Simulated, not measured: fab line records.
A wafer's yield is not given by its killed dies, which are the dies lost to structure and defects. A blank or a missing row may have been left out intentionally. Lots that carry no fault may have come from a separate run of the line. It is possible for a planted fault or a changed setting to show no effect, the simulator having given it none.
Matching of chambers :: flow nand-harc :: NHARC_A_STAIRCASE_DESCUM_186 on rie-diel-03: 4 sister chambers
The step chemistry O2, time 3 s. 18 wafers are shown with their chamber, then 9 later ones without.

== EACH WAFER AND ITS CHAMBER ==
wafer: L074.3
chamber: 1
showerhead-plenum-p-Torr (Torr): 1.83
throttle-valve-pct (%): 11.318
oes-product-au (a.u.): 1.003

wafer: L074.4
chamber: 3
showerhead-plenum-p-Torr (Torr): 1.81
throttle-valve-pct (%): 11.314
oes-product-au (a.u.): 0.989

wafer: L074.6
chamber: 2
showerhead-plenum-p-Torr (Torr): 1.96
throttle-valve-pct (%): 11.306
oes-product-au (a.u.): 0.992

wafer: L078.1
chamber: 1
showerhead-plenum-p-Torr (Torr): 1.82
throttle-valve-pct (%): 11.323
oes-product-au (a.u.): 0.985

wafer: L078.3
chamber: 0
showerhead-plenum-p-Torr (Torr): 1.84
throttle-valve-pct (%): 11.295
oes-product-au (a.u.): 1.004

wafer: L078.4
chamber: 2
showerhead-plenum-p-Torr (Torr): 1.95
throttle-valve-pct (%): 11.310
oes-product-au (a.u.): 0.990

wafer: L077.3
chamber: 1
showerhead-plenum-p-Torr (Torr): 1.82
throttle-valve-pct (%): 11.313
oes-product-au (a.u.): 1.004

wafer: L077.5
chamber: 2
showerhead-plenum-p-Torr (Torr): 1.96
throttle-valve-pct (%): 11.303
oes-product-au (a.u.): 0.983

wafer: L077.6
chamber: 1
showerhead-plenum-p-Torr (Torr): 1.82
throttle-valve-pct (%): 11.319
oes-product-au (a.u.): 1.001

wafer: L080.2
chamber: 2
showerhead-plenum-p-Torr (Torr): 1.95
throttle-valve-pct (%): 11.309
oes-product-au (a.u.): 0.986

wafer: L080.3
chamber: 3
showerhead-plenum-p-Torr (Torr): 1.80
throttle-valve-pct (%): 11.306
oes-product-au (a.u.): 0.979

wafer: L080.6
chamber: 2
showerhead-plenum-p-Torr (Torr): 1.95
throttle-valve-pct (%): 11.304
oes-product-au (a.u.): 1.005

wafer: L087.2
chamber: 1
showerhead-plenum-p-Torr (Torr): 1.81
throttle-valve-pct (%): 11.312
oes-product-au (a.u.): 1.021

wafer: L087.3
chamber: 2
showerhead-plenum-p-Torr (Torr): 1.95
throttle-valve-pct (%): 11.301
oes-product-au (a.u.): 1.011

wafer: L087.6
chamber: 1
showerhead-plenum-p-Torr (Torr): 1.81
throttle-valve-pct (%): 11.306
oes-product-au (a.u.): 1.020

wafer: L089.3
chamber: 3
showerhead-plenum-p-Torr (Torr): 1.79
throttle-valve-pct (%): 11.334
oes-product-au (a.u.): 0.996

wafer: L089.4
chamber: 2
showerhead-plenum-p-Torr (Torr): 1.94
throttle-valve-pct (%): 11.305
oes-product-au (a.u.): 0.997

wafer: L089.6
chamber: 2
showerhead-plenum-p-Torr (Torr): 1.94
throttle-valve-pct (%): 11.310
oes-product-au (a.u.): 0.985

SIGNATURES (averages over the wafers above)
reading: showerhead-plenum-p-Torr
chamber 0: 1.8400
chamber 1: 1.8183
chamber 2: 1.9500
chamber 3: 1.8000
scatter within a chamber: 0.00794

reading: throttle-valve-pct
chamber 0: 11.29500
chamber 1: 11.31517
chamber 2: 11.30600
chamber 3: 11.31800
scatter within a chamber: 0.00696

reading: oes-product-au
chamber 0: 1.00400
chamber 1: 1.00567
chamber 2: 0.99362
chamber 3: 0.98800
scatter within a chamber: 0.0112
Rule: a wafer's distance from a chamber is the root of the sum, over the readings, of the square of ((its reading less the chamber's mean) divided by the reading's scatter). The wafer belongs to the nearest chamber; if the next one is less than 2 further off, it can't be placed. How the scatter is found: for the shown wafers, subtract from each reading the mean of its chamber, square and add these, divide the total by (wafers less chambers), then take the root.

== WAFERS MISSING THEIR CHAMBER ==
wafer: L090.1
showerhead-plenum-p-Torr (Torr): 1.81
throttle-valve-pct (%): 11.317
oes-product-au (a.u.): 0.991

wafer: L090.3
showerhead-plenum-p-Torr (Torr): 1.79
throttle-valve-pct (%): 11.312
oes-product-au (a.u.): 0.994

wafer: L090.5
showerhead-plenum-p-Torr (Torr): 1.79
throttle-valve-pct (%): 11.308
oes-product-au (a.u.): 0.986

wafer: L092.1
showerhead-plenum-p-Torr (Torr): 1.81
throttle-valve-pct (%): 11.305
oes-product-au (a.u.): 0.993

wafer: L092.4
showerhead-plenum-p-Torr (Torr): 1.94
throttle-valve-pct (%): 11.311
oes-product-au (a.u.): 0.997

wafer: L092.5
showerhead-plenum-p-Torr (Torr): 1.83
throttle-valve-pct (%): 11.308
oes-product-au (a.u.): 0.990

wafer: L093.4
showerhead-plenum-p-Torr (Torr): 1.94
throttle-valve-pct (%): 11.301
oes-product-au (a.u.): 0.991

wafer: L093.5
showerhead-plenum-p-Torr (Torr): 1.81
throttle-valve-pct (%): 11.317
oes-product-au (a.u.): 1.000

wafer: L093.6
showerhead-plenum-p-Torr (Torr): 1.82
throttle-valve-pct (%): 11.316
oes-product-au (a.u.): 1.007

== THE CHAMBER EACH PASSED THROUGH ==
wafer: L090.1
from the rows above: can't be placed: 3 or 1
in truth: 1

wafer: L090.3
from the rows above: 3
in truth: 3

wafer: L090.5
from the rows above: 3
in truth: 3

wafer: L092.1
from the rows above: can't be placed: 1 or 3
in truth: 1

wafer: L092.4
from the rows above: 2
in truth: 2

wafer: L092.5
from the rows above: can't be placed: 1 or 0 or 3
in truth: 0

wafer: L093.4
from the rows above: 2
in truth: 2

wafer: L093.5
from the rows above: can't be placed: 1 or 3
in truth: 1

wafer: L093.6
from the rows above: 1
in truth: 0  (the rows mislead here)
Correctly placed: 4 of 9. Can't be placed from these rows: 4 (the true chamber is among the candidates in 4). 1 placed wrongly.
